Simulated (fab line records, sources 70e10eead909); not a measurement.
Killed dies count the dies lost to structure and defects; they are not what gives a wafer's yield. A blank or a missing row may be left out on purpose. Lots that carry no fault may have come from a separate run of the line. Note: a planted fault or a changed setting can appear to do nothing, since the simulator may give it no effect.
fab line records | flow nandHarc | part 2 of 2: steps 5 to 6 of 6
record lots=24 wafers=72 lastDay=33
route steps=1302 shown A_CHANNEL_FILL_D2@629 A_STAIRCASE@712
lots untouched by any fault: they come from a run of this same line in which no faults occurred
startH: hours from the record's first day to the start of the lot's first wafer shown | waitH: hours since the lot's step before | " identical to the entry in the row above | L1.1+2: several wafers, shown together as one row | - no value present, or no start provided | * or withheld: withheld | < > ~ a bound
route shown NAME@n: NAME is a module with steps in the file, n the number in the route of the first one | usual: mean/standard deviation taken from wafers without a fault | same: alike in all rows | chamber/n: place in a boat | sites: the reading at each site | _std_site: how widely they spread, as a standard deviation | _edge_site: mean of outer sites minus mean of inner sites | radiusMm: for every site, how far away it sits from the centre of the wafer | mask NAME#n: copy n | behind: the tool/chamber that last shaped the wafer | hold: why the lot was held/for how many hours/how that ended | device: names the non-switching transistor (n, p or np) | end of line: the route-end tests of the same wafers | a step with no rows: only its recipe | killed: dies lost to structure and defects at the first sort, not the wafer's yield | map: the dies of a wafer, with x for killed, . for not killed, _ for no die there
set.NAME: the setting the step ran with; set.NAME@STEP: the setting that earlier step ran with | model.NAME: the simulator's own value behind a step, which no gauge read
a sample of lots followed through the steps of the route, with each step as a table and each wafer as a row
services: from which hour (startH, from the record's first day; less than 0 if before it) a tool's chamber was out of use, for how many hours, and why
## steps
# step NHARC_A_STAIRCASE_ETCH_221
# recipe targetDepthA=1000 timeS=40.5 ionEnergyEv=400 c4f8FlowSccm=20 o2FlowSccm=10 arFlowSccm=withheld rfW=600 biasW=1000 chemistry=C4F8/O2
# usual oesProductAu=0.944/0.014 rfVppV=894/5.1
# columns lot.wafer tool chamber startH waitH oesProductAu rfHoursCounterH rfVppV
L074.2 rieDiel-01 3 - - 0.932 53 889
L074.6 " 0 " " 0.917 - 897
L074.5 " 1 " " 0.957 - 898
L075.1 rieDiel-05 3 - - 0.927 32 885
L075.3 " 0 " " 0.943 40 895
L075.5 " 0 " " 0.933 - 894
L076.4 rieDiel-01 3 - - 0.946 60 891
L076.2 " 0 " " 0.957 65 896
L076.5 " 3 " " 0.944 - 889
L077.2 rieDiel-05 3 - - 0.943 34 886
L077.3 " 0 " " 0.945 43 894
L077.6 " 3 " " 0.941 - 887
L078.3 rieDiel-05 0 - - 0.938 50 894
L078.1 " 2 " " 0.922 43 890
L078.2 " 3 " " 0.923 41 886
L079.4 rieDiel-06 3 - - 0.971 33 887
L079.2 " 1 " " 0.919 30 900
L079.6 " 3 " " 0.959 - 888
L080.1 rieDiel-06 3 - - 0.947 39 888
L080.4 " 1 " " 0.935 42 898
L080.6 " 3 " " 0.949 - 887
L081.4 rieDiel-06 1 - - 0.931 45 898
L081.1 " 3 " " 0.944 42 888
L081.6 " 1 " " 0.944 - 900
L082.2 rieDiel-05 3 - - 0.936 4 906
L082.3 " 0 " " 0.949 4 894
L082.5 " 2 " " 0.948 - 892
L083.1 rieDiel-06 1 - - 0.917 51 897
L083.2 " 2 " " 0.932 55 893
L083.3 " 3 " " 0.930 47 887
L085.1 rieDiel-05 3 - - 0.941 12 906
L085.2 " 0 " " 0.949 12 895
L085.6 " 2 " " 0.949 - 892
L084.4 rieDiel-01 2 - - 0.923 23 896
L084.3 " 0 " " 0.953 25 896
L084.5 " 2 " " 0.924 - 896
L086.2 rieDiel-01 2 - - 0.918 27 897
L086.3 " 0 " " 0.927 29 897
L086.5 " 1 " " 0.945 - 895
L088.4 rieDiel-06 2 - - 0.958 4 893
L088.1 " 0 " " 0.939 7 901
L088.5 " 2 " " 0.942 - 895
L087.3 rieDiel-05 0 - - 0.944 23 893
L087.5 " 0 " " 0.936 - 893
L087.6 " 1 " " 0.958 - 889
L089.3 rieDiel-05 3 - - 0.945 25 904
L089.2 " 0 " " 0.948 24 892
L089.5 " 0 " " 0.942 - 892
L091.4 rieDiel-01 3 - - 0.949 43 890
L091.2 " 0 " " 0.940 43 894
L091.5 " 0 " " 0.941 - 896
L090.3 rieDiel-05 2 - - 0.946 30 891
L090.2 " 1 " " 0.973 28 890
L090.6 " 2 " " 0.944 - 892
L092.2 rieDiel-05 0 - - 0.945 40 892
L092.5 " 0 " " 0.956 - 892
L092.6 " 1 " " 0.982 - 890
L093.4 rieDiel-05 1 - - 0.959 40 890
L093.2 " 2 " " 0.936 41 891
L093.1 " 0 " " 0.969 40 894
L094.4 rieDiel-06 1 - - 0.960 20 896
L094.2 " 0 " " 0.950 22 899
L094.5 " 1 " " 0.945 - 898
L095.2 rieDiel-05 0 - - 0.966 43 894
L095.3 " 3 " " 0.940 46 905
L095.6 " 1 " " 0.963 - 889
L096.3 rieDiel-05 0 - - 0.953 51 893
L096.2 " 2 " " 0.941 52 890
L096.5 " 1 " " 0.942 - 889
L097.3 rieDiel-01 2 - - 0.919 9 895
L097.5 " 3 " " 0.909 - 889
L097.6 " 0 " " 0.923 - 894
# step NHARC_A_STAIRCASE_TRIM_222
# recipe timeS=211.2 o2FlowSccm=500 arFlowSccm=0 biasW=0 chemistry=O2
# usual drypumpMotorCurrentA=5.5/0.62 oesProductAu=0.999/0.011 rfVppV=57.6/0.97 showerheadPlenumPTorr=3.50/0.14 throttleValvePct=17.036/0.0097
# columns lot.wafer tool chamber startH waitH drypumpMotorCurrentA oesProductAu rfHoursCounterH rfVppV showerheadPlenumPTorr throttleValvePct
L074.2 rieDiel-01 2 - - 5.7 0.988 53 57.8 3.52 17.052
L074.6 " 2 " " 5.7 0.994 - 56.9 3.52 17.050
L074.5 " 3 " " 4.9 0.982 - 58.3 3.36 17.025
L075.1 rieDiel-05 2 - - 6.3 0.990 33 57.3 3.42 17.025
L075.3 " 3 " " 4.9 0.995 32 56.9 3.28 17.031
L075.5 " 2 " " 6.3 0.984 - 57.8 3.42 17.051
L076.2 rieDiel-01 3 - - 4.9 1.001 60 58.5 3.36 17.037
L076.4 " 1 " " 6.7 1.013 64 57.1 3.57 17.026
L076.5 " 2 " " 5.7 0.992 - 59.1 3.51 17.033
L077.3 rieDiel-05 0 - - 5.3 1.007 43 57.5 3.47 17.030
L077.2 " 2 " " 6.3 0.985 36 58.0 3.42 17.032
L077.6 " 0 " " 5.3 1.009 - 55.9 3.48 17.028
L078.1 rieDiel-05 1 - - 4.8 0.997 50 55.9 3.38 17.031
L078.2 " 2 " " 6.3 0.987 43 57.9 3.41 17.034
L078.3 " 3 " " 4.9 0.997 41 56.7 3.28 17.051
L079.4 rieDiel-06 2 - - 5.0 1.006 36 59.1 3.48 17.033
L079.2 " 0 " " 5.7 1.010 27 58.9 3.67 17.040
L079.6 " 2 " " 5.0 1.010 - 57.1 3.48 17.024
L080.1 rieDiel-06 0 - - 5.7 1.012 35 57.9 3.67 17.018
L080.4 " 2 " " 5.0 1.002 46 57.4 3.48 17.054
L080.6 " 3 " " 6.5 0.996 - 59.5 3.29 17.034
L081.4 rieDiel-06 2 - - 5.0 1.010 48 56.9 3.48 17.056
L081.1 " 3 " " 6.5 0.999 42 56.1 3.29 17.042
L081.6 " 3 " " 6.5 0.995 - 57.4 3.29 17.031
L082.3 rieDiel-05 3 - - 4.9 0.992 4 58.7 3.81 17.029
L082.2 " 1 " " 4.8 1.012 4 57.5 3.38 17.044
L082.5 " 0 " " 5.3 0.990 - 56.9 3.47 17.032
L083.1 rieDiel-06 2 - - 5.0 1.007 55 58.3 3.47 17.030
L083.2 " 3 " " 6.5 0.996 47 55.1 3.29 17.037
L083.3 " 0 " " 5.6 1.015 43 58.3 3.66 17.028
L085.2 rieDiel-05 1 - - 4.8 1.018 11 58.2 3.38 17.053
L085.1 " 0 " " 5.3 1.000 12 58.7 3.46 17.038
L085.6 " 2 " " 6.3 0.994 - 56.9 3.41 17.023
L084.4 rieDiel-01 1 - - 6.8 0.999 21 58.1 3.56 17.029
L084.3 " 3 " " 4.9 0.990 24 57.5 3.35 17.032
L084.5 " 1 " " 6.7 0.999 - 57.0 3.56 17.031
L086.3 rieDiel-01 0 - - 5.5 1.010 29 56.9 3.51 17.035
L086.2 " 2 " " 5.6 0.995 27 58.1 3.50 17.024
L086.5 " 1 " " 6.8 1.008 - 56.3 3.56 17.034
L088.4 rieDiel-06 0 - - 5.6 0.995 7 58.5 3.65 17.036
L088.1 " 2 " " 5.0 0.994 4 57.3 3.46 17.031
L088.5 " 0 " " 5.6 0.989 - 58.3 3.65 17.055
L087.3 rieDiel-05 0 - - 5.3 1.009 23 57.3 3.46 17.032
L087.5 " 3 " " 4.9 0.989 - 59.0 3.79 17.023
L087.6 " 0 " " 5.3 1.004 - 58.2 3.46 17.046
L089.3 rieDiel-05 1 - - 4.8 1.022 25 57.0 3.37 17.043
L089.2 " 3 " " 5.0 0.994 25 57.6 3.79 17.038
L089.5 " 2 " " 6.4 1.010 - 57.1 3.40 17.022
L091.4 rieDiel-01 3 - - 4.9 0.994 43 58.2 3.34 17.049
L091.2 " 2 " " 5.7 0.980 46 58.1 3.49 17.027
L091.5 " 0 " " 5.5 0.989 - 57.9 3.50 17.028
L090.2 rieDiel-05 2 - - 6.4 1.000 30 57.5 3.40 17.038
L090.3 " 3 " " 4.9 0.991 29 58.5 3.79 17.046
L090.6 " 0 " " 5.3 1.002 - 57.1 3.46 17.033
L092.2 rieDiel-05 2 - - 6.4 0.984 40 56.3 3.39 17.033
L092.5 " 3 " " 4.9 0.984 - 56.3 3.78 17.039
L092.6 " 0 " " 5.3 0.999 - 57.4 3.45 17.064
L093.4 rieDiel-05 0 - - 5.3 1.015 41 57.6 3.45 17.029
L093.2 " 2 " " 6.3 1.005 41 57.1 3.39 17.043
L093.1 " 3 " " 4.9 1.000 43 58.5 3.78 17.043
L094.4 rieDiel-06 1 - - 5.5 1.001 20 57.0 3.58 17.056
L094.2 " 2 " " 5.0 1.004 21 56.7 3.46 17.042
L094.5 " 1 " " 5.4 1.000 - 58.3 3.58 17.038
L095.3 rieDiel-05 2 - - 6.4 0.988 44 55.8 3.39 17.037
L095.2 " 0 " " 5.3 1.005 43 58.0 3.45 17.034
L095.6 " 2 " " 6.4 0.999 - 57.5 3.39 17.052
L096.2 rieDiel-05 0 - - 5.3 0.999 51 57.4 3.44 17.036
L096.3 " 1 " " 4.8 1.002 50 58.9 3.35 17.041
L096.5 " 3 " " 4.9 0.982 - 59.3 3.78 17.035
L097.3 rieDiel-01 2 - - 5.7 0.994 9 56.2 3.48 17.021
L097.6 " 3 " " 4.9 0.991 - 57.8 3.33 17.044
L097.5 " 0 " " 5.5 0.998 - 57.8 3.49 17.034
## services
# columns tool chamber startH hours kind
rieDiel-06 - 307.25 9.0 pm
rieDiel-01 0 313.91 2.8 repair
rieDiel-05 0 330.05 3.3 repair
rieDiel-05 3 340.22 13.9 repair
rieDiel-05 1 365.82 2.9 repair
plasmaAsher-02 - 371.98 0.4 repair
rieDiel-12 3 374.37 14.6 repair
rieDiel-01 - 377.14 1.4 repair
rieDiel-01 - 381.26 9.0 pm
rieDiel-12 3 401.67 8.2 repair
rieDiel-06 - 402.50 0.5 repair
rieDiel-05 - 406.63 9.0 pm
plasmaAsher-02 - 426.00 9.0 pm
rieDiel-01 1 441.49 7.4 repair
rieDiel-12 - 445.40 9.0 pm
rieDiel-06 - 484.25 9.0 pm
plasmaAsher-02 - 515.57 0.4 repair
plasmaAsher-01 - 519.56 9.0 pm
rieDiel-05 2 524.64 1.5 repair
rieDiel-01 3 528.71 7.8 repair
rieDiel-12 3 536.99 7.4 repair
plasmaAsher-01 - 556.06 3.8 repair
rieDiel-01 - 558.26 9.0 pm
rieDiel-05 - 583.68 9.0 pm
